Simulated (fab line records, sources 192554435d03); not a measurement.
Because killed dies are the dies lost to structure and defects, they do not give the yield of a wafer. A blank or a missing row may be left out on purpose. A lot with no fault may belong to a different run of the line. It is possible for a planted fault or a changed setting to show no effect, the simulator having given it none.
What tool caused it?    flow n5Finfet    11 lots, 27 wafers sampled, at 7 steps of a route of 1938

## WHAT THE GAUGES READ, wafer by wafer
N5_STI_FIN_REVEAL_CD_MEAS_22: target cd 6.238 nm, pitch 28 nm. Usual: cdNm reads 6.28 nm (standard deviation 0.27).
lot   measured     on        cdNm (nm)       flag
L719  day 2 15:20  cdSem-03  6.20 5.89       
L720  day 2 19:26  cdSem-03  6.41 6.59       
L721  day 3 01:37  cdSem-03  6.44 6.35       
L723  day 3 14:31  cdSem-01  6.42 6.36 6.77  
L725  day 4 00:35  cdSem-01  5.89 6.25 6.05  
L731  day 5 23:08  cdSem-01  5.96 6.72       
L732  day 5 22:52  cdSem-01  6.24 5.87 6.54  
L734  day 6 10:13  cdSem-03  6.07 6.60 6.19  
L735  day 6 14:05  cdSem-02  5.55 6.47       
L736  day 6 20:59  cdSem-03  5.87 6.50 6.05  
L741  day 7 23:59  cdSem-01  6.52 6.22       

N5_DUMMY_GATE_THK_MEAS_05. Usual: thkNm reads 72.4 nm (standard deviation 1.7).
lot   measured     on            thkNm (nm)      flag
L719  day 2 21:27  filmMetro-01  73.5 72.3       
L720  day 2 23:46  filmMetro-01  75.7 74.6       
L721  day 3 07:20  filmMetro-01  70.4 71.3       
L723  day 3 18:54  filmMetro-02  72.0 72.3 72.4  
L725  day 4 05:23  filmMetro-02  72.0 70.5 72.2  
L731  day 6 05:58  filmMetro-01  70.3 70.5       
L732  day 6 05:01  filmMetro-02  2.0 2.0 2.0     OFF
L734  day 6 19:00  filmMetro-02  75.6 71.8 72.4  
L735  day 7 02:29  filmMetro-02  72.8 75.8       
L736  day 7 02:29  filmMetro-01  73.6 72.8 72.9  
L741  day 8 04:42  filmMetro-02  70.6 74.4       

N5_DUMMY_GATE_CD_MEAS_24 targets a cd of 15 nm. Usual: cdNm reads 15.2 nm (standard deviation 0.5).
lot   measured     on        cdNm (nm)       flag
L719  day 3 04:42  cdSem-01  15.2 15.0       
L720  day 3 07:09  cdSem-01  15.4 15.3       
L721  day 3 12:49  cdSem-02  14.2 15.9       
L723  day 4 00:26  cdSem-01  14.6 15.8 15.4  
L725  day 4 10:49  cdSem-02  15.6 15.3 15.3  
L731  day 6 17:47  cdSem-01  15.0 15.0       
L732  day 6 11:22  cdSem-01  - - -           OFF
L734  day 7 03:59  cdSem-03  14.6 15.0 14.8  
L735  day 7 08:41  cdSem-01  15.0 15.0       
L736  day 7 08:32  cdSem-03  15.6 15.8 14.8  
L741  day 8 10:00  cdSem-02  15.2 16.3       

N5_BEOL_M4_RC_MEAS_101. Usual: DIBL_N 36.0 mV/V, standard deviation 2; DIBL_P 35.9 mV/V, standard deviation 2.5; IOFF_N 0.16 nA/um, standard deviation 0.038; IOFF_P 0.21 nA/um, standard deviation 0.04; ION_N 675 uA/um, standard deviation 14; ION_P 462 uA/um, standard deviation 9.4; SS_N 71.5 mV/dec, standard deviation 0.75; SS_P 73.2 mV/dec, standard deviation 0.74; VT_N 250 mV, standard deviation 3.9; VT_P -251 mV, standard deviation 3.2.
lot   measured      on         DIBL_N (mV/V)   DIBL_P (mV/V)   IOFF_N (nA/um)  IOFF_P (nA/um)  ION_N (uA/um)  ION_P (uA/um)  SS_N (mV/dec)   SS_P (mV/dec)   VT_N (mV)    VT_P (mV)       flag
L719  day 7 22:37   prober-01  37.7 36.3       35.8 33.6       0.20 0.16       0.20 0.16       667 675        455 452        72.2 71.1       72.8 72.4       249 250      -252 -255       
L720  day 7 20:10   prober-01  35.2 36.8       35.1 35.2       0.17 0.21       0.22 0.22       691 694        472 466        70.9 71.7       73.1 73.5       244 242      -245 -246       
L721  day 8 10:36   prober-01  40.0 32.6       37.8 30.3       0.23 0.12       0.28 0.18       690 679        468 474        72.1 69.8       74.2 72.2       242 249      -246 -251       
L723  day 9 05:07   prober-01  37.3 32.4 38.7  37.2 31.9 39.4  0.17 0.11 0.20  0.19 0.14 0.25  664 654 670    446 445 459    72.3 70.8 71.8  73.7 72.6 74.5  251 256 246  -255 -257 -251  
L725  day 9 08:00   prober-02  32.5 35.9 35.7  32.2 35.1 35.0  0.11 0.15 0.15  0.16 0.19 0.18  679 676 675    473 460 464    69.6 70.2 70.1  71.7 73.4 72.7  256 251 251  -251 -251 -249  
L731  day 11 09:38  prober-01  33.6 37.2       33.9 37.7       0.11 0.18       0.16 0.20       669 682        461 460        71.3 71.8       72.5 73.6       254 248      -254 -254       
L734  day 12 04:15  prober-01  38.6 38.6 35.6  39.3 39.2 36.2  0.22 0.21 0.17  0.24 0.26 0.20  685 683 696    466 472 474    72.4 72.2 71.3  73.3 73.0 72.3  248 248 248  -251 -248 -249  
L735  day 12 08:29  prober-01  34.9 39.8       34.7 40.8       0.13 0.25       0.18 0.29       658 683        448 465        72.0 72.4       73.1 74.8       254 242      -253 -246       
L736  day 12 05:52  prober-02  33.6 35.3 34.5  34.1 36.7 37.0  0.12 0.14 0.14  0.17 0.20 0.21  669 647 688    457 447 473    71.5 71.2 70.9  72.7 72.7 73.6  255 251 250  -253 -249 -249  
L741  day 13 13:23  prober-01  34.7 33.0       35.0 31.9       0.12 0.11       0.17 0.15       664 663        460 464        71.2 70.9       72.7 71.9       254 258      -253 -256       

## TOOL THAT RAN EACH LOT (tool first, then ch and the chambers of the sampled wafers, then the start)
lot   N5_FIN_CUT_PRECLEAN_35            N5_STI_FIN_REVEAL_RECESS_09       N5_DUMMY_GATE_CVD_03
L719  vaporEtch-01 ch 0,1, day 2 06:07  vaporEtch-01 ch 0, day 2 12:40    lpcvd-02 ch 1/40,1/54, day 2 15:39
L720  vaporEtch-01 ch 0,1, day 2 10:31  vaporEtch-01 ch 0, day 2 17:18    lpcvd-01 ch 1/104,1/114, day 2 19:47
L721  vaporEtch-02 ch 0, day 2 16:35    vaporEtch-01 ch 1, day 2 22:57    lpcvd-02 ch 1/70,1/84, day 3 03:20
L723  vaporEtch-01 ch 0,1, day 3 05:34  vaporEtch-02 ch 0,1, day 3 11:51  lpcvd-02 ch 1/114,1/90,1/95, day 3 14:50
L725  vaporEtch-02 ch 0,1, day 3 15:15  vaporEtch-02 ch 0,1, day 3 21:55  lpcvd-02 ch 0/20,0/25,0/39, day 4 01:24
L731  vaporEtch-02 ch 0,1, day 5 13:29  vaporEtch-01 ch 0, day 5 20:28    lpcvd-02 ch 1/20,1/29, day 6 01:59
L732  vaporEtch-01 ch 0,1, day 5 13:56  vaporEtch-02 ch 0,1, day 5 20:44  lpcvd-01 ch 1/25,1/34,1/39, day 5 23:13
L734  vaporEtch-01 ch 0,1, day 6 00:39  vaporEtch-02 ch 0,1, day 6 07:55  lpcvd-02 ch 1/50,1/54,1/64, day 6 13:11
L735  vaporEtch-02 ch 1, day 6 04:51    vaporEtch-02 ch 0,1, day 6 11:38  lpcvd-01 ch 0/104,0/109, day 6 22:31
L736  vaporEtch-02 ch 0,1, day 6 09:57  vaporEtch-01 ch 0,1, day 6 17:59  lpcvd-01 ch 1/15,1/20,1/39, day 6 22:31
L741  vaporEtch-01 ch 0,1, day 7 14:47  vaporEtch-02 ch 0,1, day 7 22:19  lpcvd-01 ch 0/109,0/114, day 8 00:43
- N5_FIN_CUT_PRECLEAN_35: cleans in vHF, time 13.3 s.
- N5_STI_FIN_REVEAL_RECESS_09: chemistry HF/NH3, target SiO2, afs cycles 11, target depth 42.5 nm, sublimation time 60 s.
- N5_DUMMY_GATE_CVD_03: deposits a-Si from SiH4, target thk 150 nm, time 8042 s.

## AS READ BY THE TOOLS THEMSELVES (means over the sampled wafers that have a number; for cases with no such wafer, the mark the record gives instead)
N5_FIN_CUT_PRECLEAN_35. Usual: drypumpMotorCurrentA reads 5.59 A (standard deviation 0.25).
lot   tool          drypumpMotorCurrentA (A)  flag
L719  vaporEtch-01  5.64                      
L720  vaporEtch-01  5.64                      
L721  vaporEtch-02  5.88                      
L723  vaporEtch-01  5.65                      
L725  vaporEtch-02  5.66                      
L731  vaporEtch-02  5.54                      
L732  vaporEtch-01  5.62                      
L734  vaporEtch-01  5.62                      
L735  vaporEtch-02  5.19                      
L736  vaporEtch-02  5.65                      
L741  vaporEtch-01  5.64                      

N5_STI_FIN_REVEAL_RECESS_09. Usual: drypumpMotorCurrentA reads 5.58 A (standard deviation 0.28).
lot   tool          drypumpMotorCurrentA (A)  flag
L719  vaporEtch-01  5.58                      
L720  vaporEtch-01  5.58                      
L721  vaporEtch-01  5.71                      
L723  vaporEtch-02  5.44                      
L725  vaporEtch-02  5.43                      
L731  vaporEtch-01  5.58                      
L732  vaporEtch-02  5.42                      
L734  vaporEtch-02  5.43                      
L735  vaporEtch-02  5.53                      
L736  vaporEtch-01  5.66                      
L741  vaporEtch-02  5.54                      

N5_DUMMY_GATE_CVD_03. Usual: spikeTcBottomC 551.6 C, standard deviation 1.5; spikeTcCentreC 530.4 C, standard deviation 0.72.
lot   tool      spikeTcBottomC (C)  spikeTcCentreC (C)  flag
L719  lpcvd-02  551.7               530.7               
L720  lpcvd-01  553.5               530.0               
L721  lpcvd-02  551.9               530.9               
L723  lpcvd-02  550.8               531.1               
L725  lpcvd-02  553.6               530.6               
L731  lpcvd-02  551.0               531.5               
L732  lpcvd-01  -                   -                   OFF
L734  lpcvd-02  551.0               531.8               
L735  lpcvd-01  550.1               530.7               
L736  lpcvd-01  553.4               530.0               
L741  lpcvd-01  549.6               530.5               

## THE ANSWER, worked out from the rows above alone
Rule: a lot counts as off when the mean over its wafers that have a number is more than 3 standard deviations away from the usual mean. A lot without any number at a reading at which 4 lots or more have one is off too. The other lots that the step has rows for count as sound. First the gauges in route order, then the tools' own readings, where a lot's mean is used as printed above. At the first step where some lot is off, the reading lying furthest off is the one used; lots without a number count as furthest.
Off: L732, at N5_DUMMY_GATE_THK_MEAS_05 (thkNm).
A tool fits if, at a process step before that reading, it ran every lot that is off, and no sound lot after the first of them. Not tried: the gauges at N5_DUMMY_GATE_THK_MEAS_05; whatever is off there is also off at N5_DUMMY_GATE_CD_MEAS_24, on other tools, and gauge error can't account for it. Not one of the candidates tried fits.

## WHAT THE SIMULATOR HAD INSERTED
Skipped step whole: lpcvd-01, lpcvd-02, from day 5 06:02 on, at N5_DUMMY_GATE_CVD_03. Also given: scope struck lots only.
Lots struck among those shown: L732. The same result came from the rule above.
